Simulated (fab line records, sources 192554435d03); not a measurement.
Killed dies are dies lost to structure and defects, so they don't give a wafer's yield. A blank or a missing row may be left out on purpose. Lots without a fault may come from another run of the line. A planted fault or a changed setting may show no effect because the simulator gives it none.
Split-lot experiment | flow n5_finfet | 7 lots, 21 wafers read, on a route of 1938 steps

THE SPLIT
At N5_BEOL_M6_TRENCH_ETCH_37 (etches SiCOH lowk in C4F6/O2, target depth 94.435 nm, time 31.5 s), the setting time_s was moved away from the recipe's 31.5 s on 7 of the 21 wafers read, by -19.0% to +19.8%. The other wafers ran this setting at the recipe's value.

FROM THE SPLIT TO THE READING: what the file shows between them, 12 steps
- N5_BEOL_M6_ETCH_41: etches SiCN in CH3F/O2, target depth 29.7 nm, time 52 s
- N5_BEOL_M6_STRIP_80: strips in N2/H2, time 10 s
- N5_BEOL_M6_OCD_MEAS_38
- N5_BEOL_M6_HM_STRIP_39: strips TiN in peroxide tin strip, target depth 25 nm, time 158 s
- N5_BEOL_M6_SRD_40: time 30 s
- N5_BEOL_M6_PRECLEAN_42: cleans in residue remover, time 60 s
- N5_BEOL_M6_ECD_50: material Cu, target thk 300 nm
- N5_BEOL_M6_ANNEAL_51: time 90 s
- N5_BEOL_M6_CMP_52: polishes, stops on SiCOH lowk, t overpolish 6.9 s, target thk 80 nm
- N5_BEOL_M6_THK_MEAS_53: measures by xrf
- N5_BEOL_M6_PRE_CLEAN_55: time 15 s
- N5_BEOL_M6_DEP_56: deposits SiCN from 3MS/NH3, target thk 10 nm, time 17.5 s

THE READING
M6_RS, in ohm/sq, at N5_BEOL_M6_RS_MEAS_57 (measures by four-point-probe). Fault-free wafers of this fab line usually give 0.285 ohm/sq, standard deviation 0.0075 ohm/sq.

wafer  | tool, chamber at the split | time_s as run, s | against the recipe | M6_RS, ohm/sq | against lot-mates on the recipe
L074.2 | rie_diel-01, 3             | 31.5             | recipe             | 0.276         | -
L074.4 | rie_diel-01, 0             | 31.5             | recipe             | 0.279         | -
L074.6 | rie_diel-01, 2             | 31.5             | recipe             | 0.282         | -
L075.2 | rie_diel-02, 2             | 31.5             | recipe             | 0.281         | -
L075.5 | rie_diel-02, 2             | 31.5             | recipe             | 0.285         | -
L075.6 | rie_diel-02, 0             | 31.5             | recipe             | 0.279         | -
L080.1 | rie_diel-02, 3             | 37.73            | +19.8%             | 0.226         | -0.051
L080.4 | rie_diel-02, 0             | 37.73            | +19.8%             | 0.222         | -0.055
L080.5 | rie_diel-02, 0             | 31.5             | recipe             | 0.277         | -
L086.2 | rie_diel-01, 0             | 28.67            | -9.0%              | 0.321         | +0.035
L086.4 | rie_diel-01, 3             | 28.67            | -9.0%              | 0.320         | +0.034
L086.5 | rie_diel-01, 2             | 31.5             | recipe             | 0.286         | -
L087.1 | rie_diel-04, 1             | 31.5             | recipe             | 0.286         | -
L087.2 | rie_diel-04, 2             | 31.5             | recipe             | 0.289         | -
L087.6 | rie_diel-04, 0             | 25.65            | -18.6%             | 0.403         | +0.116
L095.1 | rie_diel-02, 3             | 31.5             | recipe             | 0.289         | -
L095.2 | rie_diel-02, 2             | 31.5             | recipe             | 0.287         | -
L095.4 | rie_diel-02, 1             | 31.5             | recipe             | 0.281         | -
L096.1 | rie_diel-02, 0             | 31.5             | recipe             | 0.288         | -
L096.2 | rie_diel-02, 2             | 25.52            | -19.0%             | 0.396         | +0.108
L096.4 | rie_diel-02, 3             | 25.52            | -19.0%             | 0.410         | +0.122

THE FIT
A straight line over all 21 wafers: M6_RS changes by -0.00475 ohm/sq for each +1% of time_s; r = -0.95; the points scatter about the line by 0.015 ohm/sq.
The same after taking each lot's own level away (the mean of its wafers on the recipe; 21 wafers): -0.00447 ohm/sq for each +1%; r = -0.95; scatter 0.015 ohm/sq.
On that fit, the largest move of time_s shifts the reading by 0.088 ohm/sq.
The lots' own levels span 0.2770 to 0.2880 ohm/sq, that is 1.5 times the standard deviation above.
So the lot-to-lot level changes the slope little: the two slopes agree.
Check: with one of the wafers moved furthest among these (+19.8%) left out of the fit, the line predicts -0.093 ohm/sq for it against its lot-mates. It came out at -0.051 ohm/sq against them.

OTHER SPLITS ON THESE WAFERS
These wafers also went through other splits before the reading. Each is held against what the fit with the lots' levels taken away leaves over:
other split on the same wafers | wafers away from the commonest value | r with M6_RS (lot level and that fit taken away)
N5_BEOL_M5_EXPOSE_25 dose_mj   | 5                                    | -0.01
N5_BEOL_M6_PECVD_70 temp_c     | 8                                    | +0.13
N5_BEOL_M6_ETCH_66 bias_w      | 8                                    | -0.05

THE WHOLE CHAIN: every reading that the file lists as answering this split, in the file's order
step                      | what it does                                                        | reading                                                                      | change (the file's fit)               | r (the file's)
N5_BEOL_M6_TRENCH_ETCH_37 | etches SiCOH lowk in C4F6/O2, target depth 94.435 nm, time 31.5 s   | etch.depth_nm (the simulator's own value, which no gauge read)               | +0.979 nm for each +1% of the setting | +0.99
N5_BEOL_M6_TRENCH_ETCH_37 | etches SiCOH lowk in C4F6/O2, target depth 94.435 nm, time 31.5 s   | BEOL_M6.feature_depth_nm (the simulator's own value, which no gauge read)    | +0.977 nm for each +1% of the setting | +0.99
N5_BEOL_M6_OCD_MEAS_38    |                                                                     | trench_depth_nm                                                              | +0.985 nm for each +1% of the setting | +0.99
N5_BEOL_M6_CMP_52         | polishes, stops on SiCOH lowk, t overpolish 6.9 s, target thk 80 nm | Cu_of_BEOL_M6_ECD_50.thk_nm (the simulator's own value, which no gauge read) | +0.954 nm for each +1% of the setting | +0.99
N5_BEOL_M6_THK_MEAS_53    | measures by xrf                                                     | M6_THK                                                                       | +0.977 for each +1% of the setting    | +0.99
N5_BEOL_M6_RS_MEAS_57     | measures by four-point-probe                                        | M6_RS                                                                        | -0.00483 for each +1% of the setting  | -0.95

THE FILE'S OWN FIT
M6_RS changes by -0.00483 ohm/sq for each +1% of time_s, r = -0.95.
